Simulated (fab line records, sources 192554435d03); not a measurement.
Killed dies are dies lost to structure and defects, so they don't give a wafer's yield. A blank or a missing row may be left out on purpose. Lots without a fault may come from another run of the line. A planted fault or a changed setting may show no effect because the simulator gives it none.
fab line records | flow n5_finfet
record lots=24 wafers=72 last_day=18
route steps=1938 shown MOL_CONTACT_COAG@526
lots that met no fault: from a run of the same line without faults
start_h: hours from the record's first day to the start of the lot's first wafer shown | wait_h: hours since the lot's step before | " the same as in the row above | L1.1+2: a row that stands for several wafers | - no value, or no start given | * or withheld: withheld | < > ~ a bound
route shown NAME@n: a module of which the file shows steps, and the number in the route of the first | usual: mean/standard deviation of fault-free wafers | same: alike in all rows | chamber/n: place in a boat | sites: the reading at each site | _std_site: their standard deviation | _edge_site: outer sites' mean less inner sites' | radius_mm: how far each site lies from the wafer's centre | mask NAME#n: copy n | behind: the tool/chamber that last shaped the wafer | hold: why the lot was held/for how many hours/how that ended | device: the transistor (n, p or np) that didn't switch | end of line: the same wafers' tests at the end of the route | a step without rows: its recipe alone | killed: dies lost to structure and defects at the first sort, not the wafer's yield | map: a wafer's dies, x killed, . not, _ none there
set.NAME: the setting as run; set.NAME@STEP: as run at that earlier step | model.NAME: the simulator's own value behind a step, which no gauge read
steps of the route over a sample of lots; a table a step, a row a wafer
services: from which hour (start_h, from the record's first day; less than 0 if before it) a tool's chamber was out of use, for how many hours, and why
## steps
# step N5_MOL_CONTACT_COAG_CD_MEAS_08
# recipe target_cd_nm=28 landing_energy_ev=500 detector=se_inlens polarity=opening
# usual cd_nm=27.99/0.27
# columns lot.wafer tool chamber start_h wait_h cd_nm
L075.1 cd_sem-02 0 94.60 - 27.91
L075.3 " 0 " " 28.54
L075.6 " 0 " " 28.47
L074.4 cd_sem-03 0 99.62 - 27.84
L074.5 " 0 " " 27.67
L074.6 " 0 " " 27.89
L076.3 cd_sem-01 0 106.13 - 27.93
L076.4 " 0 " " 27.98
L076.6 " 0 " " 27.69
L077.1 cd_sem-03 0 113.28 - 27.84
L077.2 " 0 " " 27.76
L077.6 " 0 " " 28.21
L078.3 cd_sem-03 0 115.13 - 28.03
L078.4 " 0 " " 27.99
L078.5 " 0 " " 28.14
L079.1 cd_sem-02 0 121.76 - 28.30
L079.4 " 0 " " 28.07
L079.5 " 0 " " 27.77
L080.2 cd_sem-03 0 127.10 - 28.43
L080.3 " 0 " " 28.11
L080.5 " 0 " " 27.94
L081.2 cd_sem-03 0 131.57 - 27.57
L081.3 " 0 " " 27.70
L081.6 " 0 " " 27.79
L082.1 cd_sem-02 0 137.70 - 27.89
L082.4 " 0 " " 27.73
L082.5 " 0 " " 27.53
L083.1 cd_sem-01 0 151.15 - 28.46
L083.3 " 0 " " 28.07
L083.4 " 0 " " 28.48
L084.1 cd_sem-01 0 155.44 - 28.19
L084.3 " 0 " " 28.17
L084.6 " 0 " " 28.00
L085.1 cd_sem-01 0 165.97 - 28.07
L085.4 " 0 " " 27.99
L085.5 " 0 " " 27.79
L086.3 cd_sem-03 0 169.30 - 27.66
L086.5 " 0 " " 27.84
L086.6 " 0 " " 27.72
L087.1 cd_sem-03 0 171.41 - 27.82
L087.3 " 0 " " 28.04
L087.5 " 0 " " 27.50
L088.2 cd_sem-02 0 176.39 - 27.70
L088.3 " 0 " " 27.89
L088.4 " 0 " " 27.60
L089.2 cd_sem-02 0 181.86 - 27.72
L089.3 " 0 " " 27.44
L089.4 " 0 " " 28.35
L090.1 cd_sem-03 0 189.22 - 28.32
L090.3 " 0 " " 28.22
L090.4 " 0 " " 28.49
L091.3 cd_sem-02 0 191.07 - 28.52
L091.4 " 0 " " 28.52
L091.5 " 0 " " 28.39
L092.4 cd_sem-02 0 203.83 - 27.82
L092.5 " 0 " " 27.90
L092.6 " 0 " " 28.05
L093.1 cd_sem-01 0 206.15 - 28.39
L093.4 " 0 " " 28.11
L093.5 " 0 " " 27.77
L094.1 cd_sem-01 0 213.14 - 27.90
L094.2 " 0 " " 28.35
L094.4 " 0 " " 28.00
L095.2 cd_sem-01 0 216.20 - 27.82
L095.3 " 0 " " 28.01
L095.6 " 0 " " 27.67
L096.3 cd_sem-03 0 224.66 - 28.25
L096.4 " 0 " " 27.83
L096.5 " 0 " " 27.92
L097.2 cd_sem-01 0 229.24 - 28.37
L097.3 " 0 " " 28.37
L097.5 " 0 " " 28.37
# step N5_MOL_CONTACT_COAG_TI_SIL_19
# recipe material=Ti target_thk_a=42 temp_c=200 chamber_pressure_pa=5 power_w=5000 time_s=15
# usual substrate_temp_c=199.98/0.17 throttle_valve_pct=30.2/1
# columns lot.wafer tool chamber start_h wait_h substrate_temp_c throttle_valve_pct
L075.1 pvd_sputter-01 - 95.70 0.2 200.26 28.7
L075.3 " - " " 200.26 28.9
L075.6 " - " " 200.04 28.7
L074.4 pvd_sputter-02 - 102.89 0.1 200.01 31.3
L074.5 " - " " 200.09 31.3
L074.6 " - " " 200.19 31.0
L076.3 pvd_sputter-03 - 108.15 0.4 200.15 31.5
L076.4 " - " " 200.14 31.4
L076.6 " - " " 199.97 31.8
L077.1 pvd_sputter-03 - 116.22 0.5 199.88 28.7
L077.2 " - " " 199.93 31.3
L077.6 " - " " 199.86 28.9
L078.3 pvd_sputter-03 - 116.32 0.2 199.90 31.7
L078.4 " - " " 200.28 29.1
L078.5 " - " " 199.87 28.7
L079.1 pvd_sputter-01 - 122.82 0.2 199.90 29.6
L079.4 " - " " 199.99 28.8
L079.5 " - " " 199.95 28.8
L080.2 pvd_sputter-02 - 128.20 0.2 199.89 30.9
L080.3 " - " " 200.34 31.1
L080.5 " - " " 200.19 29.5
L081.2 pvd_sputter-02 - 132.62 0.2 200.04 31.2
L081.3 " - " " 199.94 29.4
L081.6 " - " " 200.05 30.9
L082.1 pvd_sputter-01 - 138.88 0.2 199.75 31.0
L082.4 " - " " 200.06 29.0
L082.5 " - " " 199.79 29.5
L083.1 pvd_sputter-02 - 152.26 0.3 199.82 31.0
L083.3 " - " " 199.95 31.1
L083.4 " - " " 200.17 31.2
L084.1 pvd_sputter-01 - 157.69 0.6 199.92 29.5
L084.3 " - " " 200.25 29.1
L084.6 " - " " 200.05 29.4
L085.1 pvd_sputter-02 - 167.93 0.4 199.89 30.8
L085.4 " - " " 199.83 29.5
L085.5 " - " " 200.12 31.1
L086.3 pvd_sputter-02 - 170.26 0.1 199.75 31.1
L086.5 " - " " 200.02 31.3
L086.6 " - " " 200.28 31.2
L087.1 pvd_sputter-02 - 172.38 0.2 200.06 31.1
L087.3 " - " " 200.14 29.4
L087.5 " - " " 199.98 30.8
L088.2 pvd_sputter-02 - 178.32 0.5 199.86 30.5
L088.3 " - " " 200.30 29.4
L088.4 " - " " 200.05 31.0
L089.2 pvd_sputter-01 - 186.21 2.0 199.90 29.6
L089.3 " - " " 200.09 28.7
L089.4 " - " " 200.10 29.0
L090.1 pvd_sputter-02 - 190.22 0.2 200.14 29.7
L090.3 " - " " 199.88 30.6
L090.4 " - " " 199.87 31.2
L091.3 pvd_sputter-01 - 192.18 0.1 199.91 29.5
L091.4 " - " " 199.95 31.1
L091.5 " - " " 199.82 31.0
L092.4 pvd_sputter-01 - 205.49 0.1 199.97 29.6
L092.5 " - " " 199.94 28.6
L092.6 " - " " 199.98 29.3
L093.1 pvd_sputter-02 - 207.56 0.6 199.70 29.5
L093.4 " - " " 199.78 31.0
L093.5 " - " " 200.02 29.8
L094.1 pvd_sputter-02 - 215.21 0.3 200.24 31.0
L094.2 " - " " 199.87 31.2
L094.4 " - " " 200.13 31.1
L095.2 pvd_sputter-03 - 217.17 0.1 200.05 29.1
L095.3 " - " " 199.92 31.3
L095.6 " - " " 200.04 31.4
L096.3 pvd_sputter-03 - 226.24 0.1 199.72 31.3
L096.4 " - " " 200.12 29.2
L096.5 " - " " 200.04 31.4
L097.2 pvd_sputter-01 - 230.78 0.4 200.55 31.2
L097.3 " - " " 199.73 29.5
L097.5 " - " " 199.83 28.7
# step N5_MOL_CONTACT_COAG_CMP_28
# recipe stop_on=SiNx t_overpolish_s=0.85 post_cmp_clean=alkaline_brush down_force_psi=4.15 platen_rpm=51.8 pad_velocity_m_s=1.0307 target_thk_nm=14.522
# usual motor_current_A=12.4/0.96 time_to_endpoint_s=4.9/2.1
# same t_overpolish_s=0.85
# columns lot.wafer tool chamber start_h wait_h motor_current_A time_to_endpoint_s
L075.3 cmp-04 0 106.23 0.8 11.9 1.9
L075.1 " 1 " " 10.5 4.6
L075.6 " 1 " " 11.0 2.6
L074.4 cmp-01 1 110.75 0.8 12.5 6.8
L074.5 " 1 " " 12.0 8.6
L074.6 " 2 " " 12.6 7.4
L076.4 cmp-01 3 115.82 0.9 13.9 5.0
L076.3 " 0 " " 12.0 6.4
L076.6 " 2 " " 12.8 8.1
L077.1 cmp-02 3 123.90 0.8 11.7 3.2
L077.2 " 1 " " 11.5 5.4
L077.6 " 2 " " 12.2 3.6
L078.4 cmp-01 0 124.86 0.8 12.7 9.4
L078.3 " 2 " " 13.3 10.1
L078.5 " 3 " " 13.7 6.0
L079.1 cmp-01 0 131.30 0.9 12.5 7.7
L079.4 " 1 " " 13.2 8.0
L079.5 " 2 " " 12.3 7.4
L080.3 cmp-02 1 135.26 0.8 11.2 1.2
L080.2 " 2 " " 12.4 1.0
L080.5 " 1 " " 12.1 0.0
L081.2 cmp-01 3 139.26 0.8 13.8 5.3
L081.3 " 0 " " 12.4 9.7
L081.6 " 2 " " 12.8 6.0
L082.1 cmp-02 3 147.10 0.8 11.4 0.4
L082.4 " 0 " " 12.8 1.1
L082.5 " 3 " " 11.7 0.9
L083.3 cmp-02 1 160.66 0.8 12.2 5.8
L083.1 " 2 " " 12.6 6.2
L083.4 " 3 " " 12.5 4.8
L084.3 cmp-01 2 164.31 0.8 13.6 4.1
L084.1 " 0 " " 12.4 4.2
L084.6 " 2 " " 13.9 5.6
L085.4 cmp-04 2 177.08 0.8 10.7 8.3
L085.1 " 1 " " 10.7 5.5
L085.5 " 2 " " 11.4 7.6
L086.3 cmp-04 0 179.59 0.8 11.3 3.1
L086.5 " 3 " " 13.1 5.4
L086.6 " 0 " " 11.0 2.9
L087.1 cmp-02 1 182.58 0.8 11.7 4.7
L087.3 " 3 " " 11.9 5.3
L087.5 " 1 " " 12.0 4.1
L088.2 cmp-02 0 185.64 0.8 13.4 6.1
L088.3 " 2 " " 12.1 1.4
L088.4 " 3 " " 12.1 3.2
L089.4 cmp-01 3 192.40 0.8 14.2 3.6
L089.3 " 0 " " 13.5 4.5
L089.2 " 1 " " 11.5 2.8
L090.4 cmp-04 2 198.47 0.8 11.2 5.9
L090.1 " 3 " " 13.1 7.3
L090.3 " 1 " " 10.4 3.4
L091.3 cmp-01 0 199.48 0.8 12.8 8.3
L091.4 " 1 " " 11.9 5.5
L091.5 " 0 " " 12.6 7.0
L092.4 cmp-01 2 213.49 0.1 13.0 4.5
L092.6 " 1 " " 12.9 0.7
L092.5 " 2 " " 13.1 6.1
L093.1 cmp-01 0 214.72 0.8 11.9 4.3
L093.4 " 1 " " 12.9 4.3
L093.5 " 1 " " 12.4 3.4
L094.2 cmp-01 1 220.79 0.8 12.5 2.0
L094.1 " 3 " " 13.9 4.6
L094.4 " 0 " " 12.5 8.4
L095.3 cmp-02 3 224.35 0.8 12.2 2.8
L095.2 " 2 " " 12.3 3.1
L095.6 " 0 " " 13.0 5.2
L096.4 cmp-04 3 232.73 0.8 13.1 6.4
L096.3 " 0 " " 12.1 7.1
L096.5 " 0 " " 11.5 4.4
L097.3 cmp-04 3 236.92 0.8 14.0 4.8
L097.2 " 0 " " 11.3 4.4
L097.5 " 3 " " 13.7 3.8
# step N5_MOL_CONTACT_COAG_DESCUM_88
# recipe chemistry=O2 time_s=7 source_power_w=50 bias_power_w=20 pressure_mtorr=20 rf_frequency_hz=2.712e+07 temp_c=40 resist=CAR-EUV o2_flow_sccm=225
# usual chamber_pressure_mTorr=20.001/0.017 drypump_motor_current_A=5.8/0.48 oes_product_au=0.77/0.085 rf_vpp_V=244.3/1 showerhead_plenum_p_Torr=2.15/0.039 throttle_valve_pct=20.35/0.21
# columns lot.wafer tool chamber start_h wait_h chamber_pressure_mTorr drypump_motor_current_A oes_product_au rf_hours_counter_h rf_vpp_V showerhead_plenum_p_Torr throttle_valve_pct
L075.1 rie_diel-05 3 109.66 0.1 19.999 5.7 0.68 218 242.9 2.07 20.77
L075.3 " 2 " " 20.019 6.0 0.69 222 243.9 2.14 20.50
L075.6 " 2 " " 19.996 5.9 0.70 - 244.3 2.14 20.51
L074.4 rie_diel-01 0 112.79 0.1 19.991 6.4 0.76 - 244.6 2.18 20.32
L074.5 " 3 " " 19.992 6.2 0.74 - 243.8 2.14 20.24
L074.6 " 1 " " 20.009 5.7 0.80 - 246.2 2.21 20.33
L076.3 rie_diel-03 0 117.03 0.0 19.999 5.8 0.92 23 244.4 2.22 20.24
L076.4 " 1 " " 20.013 5.4 0.92 15 243.0 2.15 20.44
L076.6 " 1 " " 19.990 5.3 0.92 - 243.8 2.15 20.44
L077.1 rie_diel-03 1 125.67 0.4 19.994 5.3 0.91 18 244.8 2.15 20.45
L077.2 " 0 " " 19.993 5.9 0.92 26 246.5 2.22 20.24
L077.6 " 3 " " 20.006 5.3 0.72 - 245.2 2.17 20.39
L078.3 rie_diel-01 0 126.71 0.0 20.009 6.4 0.75 162 245.2 2.18 20.32
L078.4 " 2 " " 19.983 5.2 0.70 240 243.9 2.16 21.00
L078.5 " 2 " " 20.036 5.2 0.69 - 242.5 2.16 20.99
L079.1 rie_diel-05 2 133.63 0.1 19.968 5.9 0.70 231 245.4 2.13 20.53
L079.4 " 1 " " 19.981 5.1 0.77 125 243.3 2.10 20.05
L079.5 " 3 " " 20.010 5.7 0.68 - 242.6 2.07 20.81
L080.2 rie_diel-05 0 137.15 0.0 20.015 6.4 0.72 188 244.1 2.16 20.12
L080.3 " 2 " " 19.985 5.9 0.70 231 245.2 2.13 20.51
L080.5 " 1 " " 20.000 5.1 0.77 - 243.8 2.10 20.07
L081.2 rie_diel-05 3 140.99 0.2 20.000 5.7 0.68 230 242.4 2.07 20.80
L081.3 " 2 " " 20.005 5.9 0.70 233 243.3 2.13 20.52
L081.6 " 1 " " 19.970 5.1 0.77 - 244.6 2.10 20.05
L082.1 rie_diel-05 2 149.00 0.3 20.004 5.9 0.68 235 242.9 2.13 20.52
L082.4 " 0 " " 19.986 6.4 0.71 191 244.6 2.15 20.13
L082.5 " 0 " " 20.035 6.4 0.72 - 243.9 2.15 20.14
L083.1 rie_diel-01 1 161.97 0.0 20.000 5.7 0.78 102 245.6 2.20 20.32
L083.3 " 0 " " 19.976 6.4 0.74 176 245.9 2.18 20.34
L083.4 " 0 " " 19.998 6.3 0.74 - 243.8 2.18 20.33
L084.1 rie_diel-01 3 165.94 0.4 19.985 6.3 0.73 204 243.7 2.14 20.26
L084.3 " 0 " " 20.002 6.4 0.75 177 244.8 2.18 20.35
L084.6 " 1 " " 20.044 5.7 0.79 - 246.3 2.20 20.35
L085.1 rie_diel-05 2 178.50 0.0 19.990 5.9 0.69 243 243.9 2.13 20.55
L085.4 " 3 " " 20.009 5.7 0.67 240 242.9 2.06 20.82
L085.5 " 0 " " 20.015 6.4 0.72 - 243.6 2.15 20.15
L086.3 rie_diel-01 0 184.09 0.0 20.006 6.3 0.73 185 244.9 2.17 20.37
L086.5 " 3 " " 19.982 6.3 0.73 - 245.4 2.14 20.27
L086.6 " 2 " " 19.989 5.2 0.97 - 242.2 2.15 20.57
L087.1 rie_diel-03 0 184.65 0.1 20.003 5.8 0.90 33 245.2 2.22 20.29
L087.3 " 3 " " 20.014 5.2 0.70 201 244.4 2.16 20.44
L087.5 " 2 " " 20.001 5.3 0.67 - 244.4 2.16 20.28
L088.2 rie_diel-01 2 187.39 0.1 19.976 5.2 0.97 4 243.4 2.15 20.59
L088.3 " 1 " " 20.001 5.7 0.77 112 244.1 2.20 20.35
L088.4 " 3 " " 20.015 6.3 0.72 213 243.4 2.14 20.27
L089.2 rie_diel-05 0 193.86 0.0 19.985 6.4 0.71 205 243.9 2.15 20.16
L089.3 " 1 " " 20.015 5.0 0.75 143 243.2 2.09 20.08
L089.4 " 2 " " 19.980 6.0 0.68 247 242.8 2.13 20.54
L090.1 rie_diel-03 2 200.52 0.1 20.002 5.3 0.68 232 244.4 2.16 20.30
L090.3 " 0 " " 20.032 5.9 0.89 38 244.9 2.22 20.28
L090.4 " 1 " " 20.027 5.3 0.86 46 244.3 2.14 20.49
L091.3 rie_diel-03 1 200.81 0.0 20.005 5.3 0.86 46 244.0 2.14 20.51
L091.4 " 0 " " 19.995 5.8 0.89 38 245.4 2.22 20.27
L091.5 " 1 " " 19.986 5.3 0.85 - 245.1 2.14 20.50
L092.4 rie_diel-01 3 214.77 0.0 20.029 6.3 0.71 224 244.8 2.13 20.30
L092.5 " 2 " " 20.006 5.3 0.94 - 245.5 2.15 20.60
L092.6 " 3 " " 20.000 6.3 0.72 - 242.4 2.13 20.27
L093.1 rie_diel-01 1 216.66 0.0 20.029 5.7 0.77 123 245.6 2.20 20.39
L093.4 " 2 " " 19.994 5.2 0.93 15 243.8 2.15 20.59
L093.5 " 1 " " 19.986 5.7 0.77 - 244.0 2.20 20.38
L094.1 rie_diel-05 2 222.22 0.0 19.976 6.0 0.95 2 244.5 2.13 20.19
L094.2 " 1 " " 20.005 5.1 0.74 154 244.7 2.09 20.11
L094.4 " 2 " " 20.011 5.9 0.96 - 244.1 2.13 20.20
L095.2 rie_diel-05 0 225.71 0.0 20.016 6.4 0.70 219 244.8 2.14 20.17
L095.3 " 2 " " 19.999 5.9 0.93 5 244.1 2.13 20.18
L095.6 " 2 " " 19.994 5.9 0.94 - 244.1 2.13 20.19
L096.3 rie_diel-05 2 234.87 0.0 20.009 5.9 0.93 8 246.1 2.12 20.19
L096.4 " 2 " " 19.975 5.9 0.93 - 244.1 2.12 20.20
L096.5 " 0 " " 20.019 6.4 0.70 - 244.9 2.14 20.16
L097.2 rie_diel-01 1 238.35 0.2 19.997 5.7 0.76 132 244.2 2.19 20.40
L097.3 " 2 " " 19.995 5.2 0.91 22 244.6 2.15 20.60
L097.5 " 1 " " 19.990 5.7 0.75 - 243.9 2.19 20.39
# step N5_MOL_CONTACT_COAG_ETCH_89
# recipe chemistry=N2/H2 target=underlayer target_depth_a=130 mask_material=CAR-EUV time_s=10.4 ion_energy_ev=200 pressure_mtorr=30 source_w=840 bias_w=150 n2_flow_sccm=200 h2_flow_sccm=200 ends=cleared
# usual chamber_pressure_mTorr=30.003/0.029 drypump_motor_current_A=5.8/0.49 etch_rf_on_time_s=10.46/0.18 oes_product_au=0.65/0.069 rf_vpp_V=525.8/1.6 showerhead_plenum_p_Torr=2.61/0.051 throttle_valve_pct=17.80/0.23
# columns lot.wafer tool chamber start_h wait_h chamber_pressure_mTorr drypump_motor_current_A etch_rf_on_time_s oes_product_au rf_hours_counter_h rf_vpp_V showerhead_plenum_p_Torr throttle_valve_pct
L075.1 rie_diel-05 3 109.69 0.0 29.983 5.7 10.58 0.59 218 522.7 2.53 18.39
L075.3 " 2 " " 29.980 6.0 10.69 0.61 222 524.3 2.62 18.10
L075.6 " 2 " " 29.989 6.0 10.65 0.60 - 525.4 2.62 18.07
L074.4 rie_diel-01 0 112.82 0.0 30.012 6.4 10.45 0.65 - 525.4 2.63 17.68
L074.5 " 3 " " 29.998 6.3 10.36 0.64 - 526.2 2.62 17.69
L074.6 " 1 " " 30.018 5.7 10.31 0.69 - 527.3 2.70 17.86
L076.3 rie_diel-03 0 117.07 0.0 30.051 5.8 10.46 0.77 23 528.5 2.70 17.64
L076.4 " 1 " " 30.039 5.3 10.47 0.78 15 526.9 2.59 17.65
L076.6 " 1 " " 30.019 5.4 10.45 0.77 - 526.4 2.59 17.64
L077.1 rie_diel-03 1 125.71 0.0 30.022 5.3 10.52 0.76 18 525.3 2.59 17.67
L077.2 " 0 " " 29.978 5.9 10.43 0.77 26 528.4 2.70 17.66
L077.6 " 3 " " 29.961 5.2 10.79 0.61 - 526.8 2.65 17.95
L078.3 rie_diel-01 0 126.75 0.0 30.010 6.3 10.53 0.65 162 526.5 2.63 17.69
L078.4 " 2 " " 29.987 5.2 10.91 0.58 240 527.2 2.60 18.23
L078.5 " 2 " " 30.007 5.2 10.86 0.58 - 524.4 2.60 18.25
L079.1 rie_diel-05 2 133.67 0.0 29.973 5.9 10.49 0.60 231 526.5 2.62 18.12
L079.4 " 1 " " 30.035 5.1 10.09 0.68 125 524.9 2.54 17.47
L079.5 " 3 " " 29.986 5.7 10.52 0.59 - 521.6 2.52 18.41
L080.2 rie_diel-05 0 137.18 0.0 30.025 6.4 10.39 0.62 188 525.0 2.63 17.65
L080.3 " 2 " " 29.978 5.9 10.57 0.61 231 526.8 2.62 18.12
L080.5 " 1 " " 29.987 5.1 10.24 0.66 - 523.3 2.54 17.47
L081.2 rie_diel-05 3 141.02 0.0 29.998 5.7 10.78 0.57 230 523.0 2.52 18.40
L081.3 " 2 " " 29.997 5.9 10.61 0.60 233 525.4 2.62 18.11
L081.6 " 1 " " 30.018 5.1 10.26 0.66 - 523.8 2.53 17.48
L082.1 rie_diel-05 2 149.03 0.0 30.039 6.0 10.67 0.60 235 524.4 2.62 18.11
L082.4 " 0 " " 29.996 6.4 10.62 0.61 191 526.4 2.63 17.68
L082.5 " 0 " " 29.953 6.4 10.64 0.62 - 525.3 2.63 17.67
L083.1 rie_diel-01 1 162.00 0.0 30.050 5.7 10.26 0.67 102 529.6 2.70 17.87
L083.3 " 0 " " 30.037 6.3 10.30 0.64 176 526.7 2.63 17.69
L083.4 " 0 " " 30.014 6.3 10.33 0.64 - 526.6 2.63 17.70
L084.1 rie_diel-01 3 165.97 0.0 30.050 6.3 10.31 0.63 204 526.2 2.61 17.72
L084.3 " 0 " " 30.073 6.4 10.27 0.64 177 528.1 2.63 17.72
L084.6 " 1 " " 29.961 5.7 10.33 0.67 - 528.4 2.70 17.89
L085.1 rie_diel-05 2 178.53 0.0 30.003 6.0 10.59 0.59 243 524.7 2.61 18.12
L085.4 " 3 " " 29.995 5.7 10.67 0.57 240 521.7 2.52 18.42
L085.5 " 0 " " 29.947 6.5 10.50 0.61 - 526.5 2.62 17.69
L086.3 rie_diel-01 0 184.13 0.0 29.950 6.4 10.38 0.63 185 528.6 2.62 17.71
L086.5 " 3 " " 29.960 6.3 10.35 0.61 - 526.7 2.61 17.74
L086.6 " 2 " " 29.960 5.2 10.49 0.81 - 525.7 2.59 17.78
L087.1 rie_diel-03 0 184.68 0.0 30.031 5.8 10.47 0.75 33 528.2 2.70 17.66
L087.3 " 3 " " 30.008 5.3 10.85 0.59 201 527.1 2.64 18.00
L087.5 " 2 " " 30.033 5.3 10.31 0.59 - 526.1 2.63 17.84
L088.2 rie_diel-01 2 187.43 0.0 30.058 5.2 10.61 0.81 4 527.4 2.59 17.80
L088.3 " 1 " " 29.951 5.7 10.29 0.66 112 526.6 2.69 17.90
L088.4 " 3 " " 30.028 6.3 10.31 0.62 213 527.3 2.61 17.74
L089.2 rie_diel-05 0 193.89 0.0 29.992 6.5 10.53 0.61 205 526.0 2.62 17.68
L089.3 " 1 " " 29.999 5.1 10.20 0.65 143 524.6 2.53 17.52
L089.4 " 2 " " 30.010 5.9 10.69 0.60 247 526.3 2.61 18.14
L090.1 rie_diel-03 2 200.56 0.0 30.043 5.3 10.53 0.58 232 525.5 2.63 17.85
L090.3 " 0 " " 29.983 5.8 10.66 0.74 38 526.3 2.70 17.67
L090.4 " 1 " " 29.976 5.3 10.77 0.72 46 524.4 2.57 17.70
L091.3 rie_diel-03 1 200.85 0.0 29.962 5.3 10.66 0.73 46 523.9 2.57 17.70
L091.4 " 0 " " 29.991 5.9 10.57 0.74 38 529.9 2.70 17.68
L091.5 " 1 " " 30.029 5.3 10.68 0.73 - 525.5 2.57 17.71
L092.4 rie_diel-01 3 214.80 0.0 29.981 6.3 10.30 0.61 224 525.4 2.60 17.75
L092.5 " 2 " " 29.969 5.2 10.47 0.79 - 525.5 2.59 17.81
L092.6 " 3 " " 30.018 6.3 10.19 0.62 - 525.3 2.60 17.76
L093.1 rie_diel-01 1 216.70 0.0 29.940 5.7 10.45 0.65 123 526.7 2.69 17.92
L093.4 " 2 " " 29.991 5.2 10.60 0.79 15 526.6 2.59 17.82
L093.5 " 1 " " 30.014 5.7 10.50 0.65 - 527.0 2.69 17.93
L094.1 rie_diel-05 2 222.26 0.0 29.944 6.0 10.26 0.82 2 525.0 2.61 17.73
L094.2 " 1 " " 30.012 5.1 10.38 0.64 154 525.0 2.52 17.54
L094.4 " 2 " " 29.970 5.9 10.26 0.83 - 525.2 2.61 17.71
L095.2 rie_diel-05 0 225.75 0.0 30.014 6.4 10.50 0.59 219 527.8 2.62 17.72
L095.3 " 2 " " 30.031 5.9 10.31 0.81 5 525.6 2.61 17.73
L095.6 " 2 " " 30.007 5.9 10.33 0.81 - 525.9 2.61 17.73
L096.3 rie_diel-05 2 234.91 0.0 29.981 5.9 10.17 0.82 8 526.5 2.61 17.73
L096.4 " 2 " " 29.991 6.0 10.28 0.79 - 525.7 2.61 17.73
L096.5 " 0 " " 30.022 6.4 10.37 0.60 - 526.2 2.61 17.73
L097.2 rie_diel-01 1 238.38 0.0 30.022 5.7 10.42 0.64 132 526.1 2.68 17.94
L097.3 " 2 " " 29.958 5.2 10.71 0.76 22 527.0 2.58 17.81
L097.5 " 1 " " 30.040 5.7 10.47 0.64 - 525.6 2.68 17.95
# step N5_MOL_CONTACT_COAG_INSPECT_42
# recipe mode=adi inspect_instrument=brightfield
# usual raw_defect_count=212/56
# columns lot.wafer tool chamber start_h wait_h raw_defect_count
L075.1 defect_inspect-02 - 110.96 0.1 244
L075.3 " - " " 216
L075.6 " - " " 314
L074.4 defect_inspect-02 - 114.67 0.0 223
L074.5 " - " " 144
L074.6 " - " " 248
L076.3 defect_inspect-01 - 118.48 0.0 150
L076.4 " - " " 218
L076.6 " - " " 202
L077.1 defect_inspect-01 - 127.26 0.1 203
L077.2 " - " " 130
L077.6 " - " " 189
L078.3 defect_inspect-02 - 128.15 0.0 276
L078.4 " - " " 186
L078.5 " - " " 189
L079.1 defect_inspect-01 - 135.15 0.1 166
L079.4 " - " " 119
L079.5 " - " " 186
L080.2 defect_inspect-01 - 138.50 0.0 322
L080.3 " - " " 316
L080.5 " - " " 303
L081.2 defect_inspect-01 - 142.33 0.0 185
L081.3 " - " " 226
L081.6 " - " " 207
L082.1 defect_inspect-02 - 150.36 0.1 214
L082.4 " - " " 163
L082.5 " - " " 254
L083.1 defect_inspect-01 - 163.32 0.1 174
L083.3 " - " " 232
L083.4 " - " " 226
L084.1 defect_inspect-02 - 167.31 0.1 224
L084.3 " - " " 191
L084.6 " - " " 274
L085.1 defect_inspect-01 - 180.08 0.1 149
L085.4 " - " " 175
L085.5 " - " " 107
L086.3 defect_inspect-01 - 186.70 0.0 158
L086.5 " - " " 205
L086.6 " - " " 110
L087.1 defect_inspect-01 - 186.84 0.1 341
L087.3 " - " " 317
L087.5 " - " " 263
L088.2 defect_inspect-02 - 188.93 0.0 144
L088.3 " - " " 150
L088.4 " - " " 206
L089.2 defect_inspect-01 - 195.17 0.0 137
L089.3 " - " " 253
L089.4 " - " " 169
L090.1 defect_inspect-01 - 201.95 0.1 251
L090.3 " - " " 227
L090.4 " - " " 211
L091.3 defect_inspect-02 - 202.03 0.0 168
L091.4 " - " " 256
L091.5 " - " " 243
L092.4 defect_inspect-02 - 216.10 0.0 251
L092.5 " - " " 221
L092.6 " - " " 165
L093.1 defect_inspect-02 - 218.74 0.1 200
L093.4 " - " " 192
L093.5 " - " " 251
L094.1 defect_inspect-02 - 223.60 0.1 158
L094.2 " - " " 244
L094.4 " - " " 204
L095.2 defect_inspect-02 - 227.09 0.0 228
L095.3 " - " " 210
L095.6 " - " " 171
L096.3 defect_inspect-01 - 236.41 0.0 215
L096.4 " - " " 131
L096.5 " - " " 211
L097.2 defect_inspect-02 - 239.81 0.0 245
L097.3 " - " " 267
L097.5 " - " " 205
## services
# columns tool chamber start_h hours kind
cmp-04 - 90.95 11.3 pm
rie_diel-05 1 96.03 9.1 repair
rie_diel-01 2 108.98 7.7 repair
cmp-04 - 114.53 4.0 pm
pvd_sputter-01 - 129.13 1.9 repair
rie_diel-03 0 131.31 33.0 repair
pvd_sputter-03 - 135.52 1.7 repair
rie_diel-03 1 139.08 7.7 repair
cmp-02 - 140.98 2.3 repair
cmp-04 - 144.25 4.9 pm
cmp-01 - 148.66 2.2 repair
rie_diel-05 - 156.32 4.3 pm
pvd_sputter-03 - 172.58 5.0 repair
cmp-01 - 174.91 4.0 pm
cmp-01 - 180.08 0.8 repair
rie_diel-01 1 182.08 1.6 repair
cmp-02 - 187.36 5.6 pm
rie_diel-05 2 202.05 - clean
rie_diel-05 2 202.05 - consumable_replace:focus_ring
rie_diel-05 2 202.05 14.4 scheduled_down
cmp-04 - 225.44 6.5 pm
rie_diel-05 - 228.13 0.4 repair
cmp-04 - 233.70 2.4 repair
rie_diel-01 3 235.05 61.9 repair
## key
fault none
